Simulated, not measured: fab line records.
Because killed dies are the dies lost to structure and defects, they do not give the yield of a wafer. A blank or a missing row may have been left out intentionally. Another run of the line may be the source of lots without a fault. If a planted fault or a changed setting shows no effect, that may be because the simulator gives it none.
Which tool did it?	flow n5_finfet	Sampling: 9 lots, 27 wafers, 6 of 1938 route steps

WHAT EACH GAUGE READ, for each wafer
N5_DUMMY_GATE_CD_MEAS_15 targets a cd of 25.8 nm. Usual: 24.99 nm for cd_nm, sd 0.23.
lot	measured	on	cd_nm (nm)	flag
L332	day 3 10:04	cd_sem-03	24.83 24.78 24.59	
L340	day 5 09:39	cd_sem-03	24.86 24.94 24.89	
L341	day 5 15:17	cd_sem-02	25.33 25.00 25.07	
L343	day 6 05:19	cd_sem-01	25.01 24.77 25.31	
L344	day 6 11:58	cd_sem-02	24.72 24.99 25.05	
L346	day 6 22:19	cd_sem-01	24.97 24.85 25.08	
L347	day 7 04:20	cd_sem-01	24.89 25.06 25.07	
L348	day 7 09:19	cd_sem-01	24.99 25.03 24.53	
L350	day 8 00:55	cd_sem-03	24.93 25.00 25.30	

N5_DUMMY_GATE_CD_MEAS_24 targets a cd of 15 nm. Usual: 14.94 nm for cd_nm, sd 0.28.
lot	measured	on	cd_nm (nm)	flag
L332	day 3 11:04	cd_sem-01	15.37 14.83 14.81	
L340	day 5 10:39	cd_sem-01	14.13 13.66 13.85	OFF
L341	day 5 16:17	cd_sem-03	13.90 14.21 13.75	OFF
L343	day 6 06:44	cd_sem-02	15.12 15.28 15.04	
L344	day 6 12:58	cd_sem-01	14.79 14.79 15.32	
L346	day 6 23:32	cd_sem-03	14.78 14.99 15.03	
L347	day 7 05:20	cd_sem-03	14.58 15.42 15.28	
L348	day 7 10:19	cd_sem-01	14.55 14.70 15.18	
L350	day 8 01:56	cd_sem-03	15.07 15.14 15.47	

N5_DUMMY_GATE_INSPECT_27: inspects for defects (brightfield). Usual: 310 for raw_defect_count, sd 74.
lot	measured	on	raw_defect_count	flag
L332	day 3 11:22	defect_inspect-02	322 408 338	
L340	day 5 10:56	defect_inspect-01	354 259 272	
L341	day 5 16:34	defect_inspect-02	432 338 302	
L343	day 6 07:12	defect_inspect-01	310 395 280	
L344	day 6 13:14	defect_inspect-02	305 337 179	
L346	day 6 23:59	defect_inspect-01	230 233 190	
L347	day 7 05:37	defect_inspect-02	166 360 280	
L348	day 7 10:36	defect_inspect-01	298 365 279	
L350	day 8 02:13	defect_inspect-01	191 326 230	

N5_BEOL_M4_RC_MEAS_101. Usual: DIBL_N 36.2 mV/V, standard deviation 1.2; DIBL_P 36.3 mV/V, standard deviation 1.3; IOFF_N 0.155 nA/um, standard deviation 0.019; IOFF_P 0.210 nA/um, standard deviation 0.029; ION_N 677 uA/um, standard deviation 8.6; ION_P 465 uA/um, standard deviation 6.8; SS_N 71.4 mV/dec, standard deviation 0.48; SS_P 73.2 mV/dec, standard deviation 0.53; VT_N 249.9 mV, standard deviation 2.4; VT_P -250 mV, standard deviation 3.2.
lot	measured	on	DIBL_N (mV/V)	DIBL_P (mV/V)	IOFF_N (nA/um)	IOFF_P (nA/um)	ION_N (uA/um)	ION_P (uA/um)	SS_N (mV/dec)	SS_P (mV/dec)	VT_N (mV)	VT_P (mV)	flag
L332	day 7 20:34	prober-02	35.9 35.5 35.7	36.3 36.4 36.2	0.161 0.155 0.155	0.233 0.227 0.229	680 690 681	471 476 472	71.5 70.4 70.8	73.6 72.9 73.7	247.7 246.8 246.7	-247 -247 -248	
L343	day 12 04:12	prober-01	37.0 35.7 39.4	35.5 34.1 38.0	0.158 0.138 0.196	0.207 0.196 0.252	678 683 681	463 472 469	71.4 71.5 71.9	73.4 72.2 73.3	250.1 250.8 247.5	-250 -245 -245	
L344	day 12 09:59	prober-02	35.4 34.9 35.6	37.3 36.4 37.5	0.158 0.147 0.172	0.225 0.215 0.238	674 675 680	462 469 472	71.5 71.8 70.5	74.0 73.4 73.7	251.2 249.0 248.5	-249 -249 -246	
L346	day 12 16:52	prober-01	34.9 35.5 35.7	35.2 36.2 36.4	0.129 0.147 0.152	0.162 0.182 0.187	666 669 672	449 455 453	71.6 71.6 72.4	72.5 73.1 73.1	256.9 251.4 251.7	-258 -253 -254	
L347	day 13 04:23	prober-02	38.3 38.5 37.0	36.4 36.8 35.2	0.164 0.166 0.143	0.178 0.186 0.159	679 676 678	460 451 459	70.9 71.7 71.3	73.2 73.6 72.5	250.1 251.8 249.1	-255 -254 -256	
L348	day 12 18:44	prober-02	36.5 35.7 36.0	37.6 36.6 37.3	0.155 0.142 0.145	0.216 0.194 0.219	672 676 676	464 464 463	70.9 71.5 71.8	73.4 73.3 73.5	250.2 251.9 251.1	-248 -251 -248	
L350	day 13 15:44	prober-02	34.4 35.5 35.8	35.3 36.5 36.0	0.122 0.139 0.135	0.160 0.180 0.172	668 681 664	457 462 452	70.6 71.3 71.3	72.8 73.1 72.6	253.7 249.6 249.5	-255 -254 -251	

TOOL THAT RAN EACH LOT (tool first, then ch and the chambers of the sampled wafers, then the start)
lot	N5_DUMMY_GATE_STRIP_41	N5_DUMMY_GATE_ETCH_44
L332	rie_diel-05 ch 2,3, day 3 10:40	rie_si-04 ch 0,2, day 3 10:58
L340	rie_diel-06 ch 0,1,2, day 5 10:14	rie_si-04 ch 0,3, day 5 10:32
L341	rie_diel-05 ch 0,1,3, day 5 15:53	rie_si-04 ch 0,2,3, day 5 16:11
L343	rie_diel-06 ch 1,2, day 6 06:20	rie_si-04 ch 1,2,3, day 6 06:38
L344	rie_diel-06 ch 1,2, day 6 12:34	rie_si-03 ch 0,3, day 6 12:51
L346	rie_diel-05 ch 0,1,3, day 6 23:08	rie_si-04 ch 0,2,3, day 6 23:26
L347	rie_diel-06 ch 0,3, day 7 04:56	rie_si-04 ch 0,1, day 7 05:13
L348	rie_diel-05 ch 0,3, day 7 09:55	rie_si-04 ch 1,2, day 7 10:12
L350	rie_diel-06 ch 0,2,3, day 8 01:32	rie_si-05 ch 1,2,3, day 8 01:49
- N5_DUMMY_GATE_STRIP_41: strips in O2.
- N5_DUMMY_GATE_ETCH_44: etches poly-Si in HBr/O2, stops on SiO2, target depth 127.5 nm.

WHAT THE TOOLS THEMSELVES READ (means of the sampled wafers that have a number; where no wafer has one, the mark that the record gives instead)
N5_DUMMY_GATE_STRIP_41. Usual: drypump_motor_current_A 5.4 A, standard deviation 0.37; oes_product_au 0.77 a.u., standard deviation 0.074; rf_vpp_V 3.6 V, standard deviation 0.45; showerhead_plenum_p_Torr 2.09 Torr, standard deviation 0.049; throttle_valve_pct 16.70 %, standard deviation 0.23.
lot	tool	drypump_motor_current_A (A)	oes_product_au (a.u.)	rf_vpp_V (V)	showerhead_plenum_p_Torr (Torr)	throttle_valve_pct (%)	flag
L332	rie_diel-05	5.7	0.83	3.6	2.11	16.67	
L340	rie_diel-06	5.6	0.75	3.8	2.07	16.80	
L341	rie_diel-05	5.1	0.79	3.6	2.08	16.56	
L343	rie_diel-06	5.7	0.72	3.7	2.03	16.80	
L344	rie_diel-06	5.7	0.72	3.3	2.03	16.82	
L346	rie_diel-05	5.1	0.78	3.6	2.08	16.57	
L347	rie_diel-06	5.3	0.71	3.3	2.07	16.97	
L348	rie_diel-05	5.1	0.71	3.2	2.09	16.77	
L350	rie_diel-06	5.4	0.74	3.5	2.09	16.90	

N5_DUMMY_GATE_ETCH_44. Usual: HBr_flow_sccm 120.0 sccm, standard deviation 0.36; O2_flow_sccm 10.00 sccm, standard deviation 0.031; bias_w 20.01 W, standard deviation 0.062; drypump_motor_current_A 5.8 A, standard deviation 0.3; oes_product_au 0.726 a.u., standard deviation 0.013; throttle_valve_pct 18.58 %, standard deviation 0.24.
lot	tool	HBr_flow_sccm (sccm)	O2_flow_sccm (sccm)	bias_w (W)	drypump_motor_current_A (A)	oes_product_au (a.u.)	throttle_valve_pct (%)	flag
L332	rie_si-04	120.4	10.02	20.04	5.6	0.712	18.79	
L340	rie_si-04	-	-	-	-	-	-	OFF
L341	rie_si-04	-	-	-	-	-	-	OFF
L343	rie_si-04	119.9	9.99	19.97	5.9	0.735	18.61	
L344	rie_si-03	119.9	10.03	20.07	5.8	0.718	18.25	
L346	rie_si-04	119.9	9.99	19.99	5.6	0.721	18.78	
L347	rie_si-04	120.0	9.97	20.00	6.3	0.723	18.56	
L348	rie_si-04	120.0	10.02	19.97	6.1	0.729	18.41	
L350	rie_si-05	119.8	10.00	19.98	5.7	0.731	18.68	

THE ANSWER, worked out from the rows above alone
Rule: a lot counts as off when the mean over its wafers that have a number is more than 3 standard deviations away from the usual mean. Also off: a lot with no number at a reading for which 4 or more lots have one. All remaining lots with rows at the step are treated as sound. After the gauges, taken in route order, come the tools' own readings; for these a lot's mean is taken, as printed above. At the first step where some lot is off, the reading lying furthest off is the one used; lots without a number count as furthest.
Off: L340, L341, at N5_DUMMY_GATE_CD_MEAS_24 (cd_nm).
A tool fits if, at a process step before that reading, it ran every lot that is off, and no sound lot after the first of them. The gauges at N5_DUMMY_GATE_CD_MEAS_24 aren't tried: what is off there is off at N5_DUMMY_GATE_ETCH_44 too, on other tools, and a gauge's error can't cause that. None of those tried fits.

WHAT WAS PUT IN BY THE SIMULATOR
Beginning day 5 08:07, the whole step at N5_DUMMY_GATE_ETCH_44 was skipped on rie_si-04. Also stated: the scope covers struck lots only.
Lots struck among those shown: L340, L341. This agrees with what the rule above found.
